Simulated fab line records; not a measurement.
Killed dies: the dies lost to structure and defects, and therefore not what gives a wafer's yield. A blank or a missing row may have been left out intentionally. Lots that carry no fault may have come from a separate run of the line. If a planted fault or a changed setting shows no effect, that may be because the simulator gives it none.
What tool caused it? + flow n5Finfet + 24 lots with 72 wafers sampled at 3 steps, on a route of 1938 steps

== WHAT THE GAUGES READ, wafer by wafer ==
N5_BEOL_M4_RS_MEAS_58: a four-point-probe measurement. Usual: for M4_RS the level is 0.68 ohm/sq and the standard deviation is 0.033.
| lot  | measured     | on           | M4_RS (ohm/sq) | flag |
|------|--------------|--------------|----------------|------|
| L074 | day 7 14:36  | filmMetro-02 | 0.67 0.64 0.70 |      |
| L075 | day 7 23:01  | filmMetro-01 | 0.63 0.68 0.64 |      |
| L076 | day 8 05:26  | filmMetro-01 | 0.69 0.64 0.64 |      |
| L077 | day 8 07:10  | filmMetro-02 | 0.72 0.70 0.73 |      |
| L078 | day 8 10:07  | filmMetro-01 | 0.67 0.66 0.65 |      |
| L079 | day 8 20:35  | filmMetro-01 | 0.69 0.70 0.69 |      |
| L080 | day 9 04:16  | filmMetro-02 | 0.72 0.63 0.63 |      |
| L081 | day 9 19:25  | filmMetro-02 | 0.69 0.70 0.69 |      |
| L082 | day 10 02:48 | filmMetro-01 | 0.73 0.71 0.68 |      |
| L083 | day 10 17:25 | filmMetro-01 | 0.71 0.70 0.74 |      |
| L084 | day 10 21:34 | filmMetro-02 | 0.63 0.62 0.67 |      |
| L085 | day 11 00:05 | filmMetro-01 | 0.70 0.65 0.66 |      |
| L086 | day 11 04:04 | filmMetro-02 | 0.69 0.73 0.69 |      |
| L088 | day 11 04:51 | filmMetro-01 | 0.70 0.66 0.62 |      |
| L087 | day 11 07:46 | filmMetro-01 | 0.70 0.67 0.67 |      |
| L089 | day 11 10:52 | filmMetro-02 | 0.64 0.66 0.65 |      |
| L090 | day 11 13:36 | filmMetro-02 | 0.67 0.66 0.66 |      |
| L091 | day 12 12:53 | filmMetro-01 | 0.67 0.70 0.63 |      |
| L092 | day 12 17:04 | filmMetro-01 | 0.68 0.71 0.67 |      |
| L094 | day 12 19:56 | filmMetro-02 | 0.64 0.66 0.67 |      |
| L093 | day 12 23:45 | filmMetro-01 | 0.70 0.60 0.63 |      |
| L095 | day 13 14:08 | filmMetro-01 | 0.67 0.68 0.68 |      |
| L096 | day 13 15:34 | filmMetro-02 | 0.66 0.65 0.68 |      |
| L097 | day 13 17:44 | filmMetro-01 | 0.68 0.65 0.67 |      |

== WHAT TOOL EACH LOT RAN ON (gives the tool, then ch and the chambers of the sampled wafers, and finally the start) ==
| lot  | N5_BEOL_M4_SPUTTER_92       | N5_BEOL_M4_CMP_52             |
|------|-----------------------------|-------------------------------|
| L074 | pvdSputter-01, day 7 13:05  | cmp-04 ch 0,1,2, day 7 14:01  |
| L075 | pvdSputter-01, day 7 21:31  | cmp-02 ch 0,2,3, day 7 22:32  |
| L076 | pvdSputter-03, day 8 03:38  | cmp-02 ch 0,1,3, day 8 04:49  |
| L077 | pvdSputter-01, day 8 05:38  | cmp-04 ch 0,2,3, day 8 06:34  |
| L078 | pvdSputter-01, day 8 08:38  | cmp-01 ch 1,2,3, day 8 09:36  |
| L079 | pvdSputter-02, day 8 19:06  | cmp-04 ch 1,3, day 8 20:04    |
| L080 | pvdSputter-03, day 9 02:47  | cmp-04 ch 0,2,3, day 9 03:43  |
| L081 | pvdSputter-01, day 9 17:53  | cmp-01 ch 0,1,3, day 9 18:49  |
| L082 | pvdSputter-02, day 10 01:17 | cmp-04 ch 0,1,2, day 10 02:13 |
| L083 | pvdSputter-03, day 10 15:50 | cmp-04 ch 1,2,3, day 10 16:51 |
| L084 | pvdSputter-03, day 10 20:04 | cmp-02 ch 1,2,3, day 10 21:02 |
| L085 | pvdSputter-03, day 10 22:35 | cmp-02 ch 0,1,2, day 10 23:34 |
| L086 | pvdSputter-02, day 11 02:34 | cmp-04 ch 0,1,3, day 11 03:31 |
| L088 | pvdSputter-01, day 11 03:14 | cmp-02 ch 1,2, day 11 04:13   |
| L087 | pvdSputter-02, day 11 06:10 | cmp-01 ch 0,1,3, day 11 07:13 |
| L089 | pvdSputter-03, day 11 09:22 | cmp-01 ch 1,2, day 11 10:20   |
| L090 | pvdSputter-03, day 11 11:35 | cmp-01 ch 1,2, day 11 12:38   |
| L091 | pvdSputter-02, day 12 11:08 | cmp-02 ch 0,1,3, day 12 12:07 |
| L092 | pvdSputter-03, day 12 15:34 | cmp-04 ch 0,1, day 12 16:30   |
| L094 | pvdSputter-03, day 12 18:25 | cmp-02 ch 0,1,3, day 12 19:25 |
| L093 | pvdSputter-02, day 12 20:49 | cmp-01 ch 1,2, day 12 23:14   |
| L095 | pvdSputter-03, day 13 12:23 | cmp-02 ch 0,2,3, day 13 13:35 |
| L096 | pvdSputter-02, day 13 13:49 | cmp-02 ch 0,2,3, day 13 15:01 |
| L097 | pvdSputter-02, day 13 15:39 | cmp-02 ch 2,3, day 13 17:13   |
- N5_BEOL_M4_SPUTTER_92: material Cu, target thk 4.5 nm, time 8.29 s.
- N5_BEOL_M4_CMP_52: polishes, stops on SiOC, t overpolish 6.8 s, target thk 40 nm.

== AS READ BY THE TOOLS THEMSELVES (means over the sampled wafers that have a number; for cases with no such wafer, the mark the record gives instead) ==
N5_BEOL_M4_SPUTTER_92. Usual: chuckGasFlowSccm 1.27 sccm, standard deviation 0.054; throttleValvePct 30.1 %, standard deviation 1.3.
| lot  | tool          | chuckGasFlowSccm (sccm) | throttleValvePct (%) | flag |
|------|---------------|-------------------------|----------------------|------|
| L074 | pvdSputter-01 | 1.24                    | 30.1                 |      |
| L075 | pvdSputter-01 | 1.25                    | 30.0                 |      |
| L076 | pvdSputter-03 | 1.25                    | 29.7                 |      |
| L077 | pvdSputter-01 | 1.28                    | 30.2                 |      |
| L078 | pvdSputter-01 | 1.29                    | 30.9                 |      |
| L079 | pvdSputter-02 | 1.27                    | 29.4                 |      |
| L080 | pvdSputter-03 | 1.27                    | 30.7                 |      |
| L081 | pvdSputter-01 | 1.24                    | 31.0                 |      |
| L082 | pvdSputter-02 | 1.28                    | 29.7                 |      |
| L083 | pvdSputter-03 | 1.21                    | 30.2                 |      |
| L084 | pvdSputter-03 | 1.26                    | 28.6                 |      |
| L085 | pvdSputter-03 | 1.33                    | 30.4                 |      |
| L086 | pvdSputter-02 | 1.28                    | 29.7                 |      |
| L088 | pvdSputter-01 | 1.31                    | 30.4                 |      |
| L087 | pvdSputter-02 | 1.26                    | 30.1                 |      |
| L089 | pvdSputter-03 | 1.26                    | 30.1                 |      |
| L090 | pvdSputter-03 | 1.24                    | 28.9                 |      |
| L091 | pvdSputter-02 | 1.28                    | 29.6                 |      |
| L092 | pvdSputter-03 | 1.23                    | 29.5                 |      |
| L094 | pvdSputter-03 | 1.26                    | 28.9                 |      |
| L093 | pvdSputter-02 | 1.26                    | 30.6                 |      |
| L095 | pvdSputter-03 | 1.26                    | 29.6                 |      |
| L096 | pvdSputter-02 | 1.24                    | 30.1                 |      |
| L097 | pvdSputter-02 | 1.25                    | 29.2                 |      |

N5_BEOL_M4_CMP_52. Usual: barrierFieldEndpointS 24.4 s, standard deviation 0.69; motorCurrentA 5.8 A, standard deviation 0.47; overpolishRunS 6.801 s, standard deviation 0.0083; padLifeWafers 1016, standard deviation 710; timeToEndpointS 62 s, standard deviation 3.9.
| lot  | tool   | barrierFieldEndpointS (s) | motorCurrentA (A) | overpolishRunS (s) | padLifeWafers | timeToEndpointS (s) | flag |
|------|--------|---------------------------|-------------------|--------------------|---------------|---------------------|------|
| L074 | cmp-04 | 24.8                      | 6.2               | 6.803              | 1669          | 64                  |      |
| L075 | cmp-02 | 23.4                      | 5.8               | 6.808              | 1454          | 63                  |      |
| L076 | cmp-02 | 24.5                      | 5.8               | 6.802              | 1507          | 63                  |      |
| L077 | cmp-04 | 24.1                      | 5.7               | 6.807              | 1789          | 59                  |      |
| L078 | cmp-01 | 24.4                      | 5.9               | 6.796              | 440           | 62                  |      |
| L079 | cmp-04 | 23.9                      | 6.1               | 6.799              | 1880          | 61                  |      |
| L080 | cmp-04 | 23.2                      | 5.7               | 6.795              | 1915          | 59                  |      |
| L081 | cmp-01 | 23.9                      | 5.7               | 6.798              | 685           | 60                  |      |
| L082 | cmp-04 | 24.1                      | 5.9               | 6.799              | 49            | 57                  |      |
| L083 | cmp-04 | 24.5                      | 6.0               | 6.798              | 157           | 59                  |      |
| L084 | cmp-02 | 24.6                      | 5.8               | 6.806              | 2036          | 68                  |      |
| L085 | cmp-02 | 25.2                      | 5.5               | 6.804              | 2072          | 66                  |      |
| L086 | cmp-04 | 24.3                      | 6.1               | 6.793              | 266           | 62                  |      |
| L088 | cmp-02 | 25.0                      | 5.7               | 6.803              | 2108          | 64                  |      |
| L087 | cmp-01 | 24.9                      | 5.8               | 6.797              | 985           | 61                  |      |
| L089 | cmp-01 | 25.2                      | 5.7               | 6.801              | 1015          | 64                  |      |
| L090 | cmp-01 | 24.9                      | 5.7               | 6.798              | 1028          | 64                  |      |
| L091 | cmp-02 | 23.9                      | 5.7               | 6.796              | 169           | 60                  |      |
| L092 | cmp-04 | 24.6                      | 6.5               | 6.798              | 494           | 63                  |      |
| L094 | cmp-02 | 24.3                      | 5.8               | 6.800              | 230           | 59                  |      |
| L093 | cmp-01 | 25.1                      | 5.8               | 6.797              | 1328          | 65                  |      |
| L095 | cmp-02 | 24.7                      | 6.0               | 6.796              | 355           | 61                  |      |
| L096 | cmp-02 | 23.6                      | 5.9               | 6.806              | 361           | 56                  |      |
| L097 | cmp-02 | 24.8                      | 6.1               | 6.799              | 380           | 65                  |      |

== THE ANSWER, worked out from the rows above alone ==
Rule: a lot is off if the mean of its wafers that have a number lies more than 3 standard deviations from the usual mean. A lot without any number at a reading at which 4 lots or more have one is off too. Any other lot the step has rows for is counted as sound. The gauges are gone through in route order, then the tools' own readings, and for those a lot's mean is taken as printed above. The first step at which some lot is off is used, and at that step the reading that is off furthest; a lot without a number counts as furthest.
None of the lots is off at any reading shown; this tells nothing.

== WHAT HAD BEEN PUT IN BY THE SIMULATOR ==
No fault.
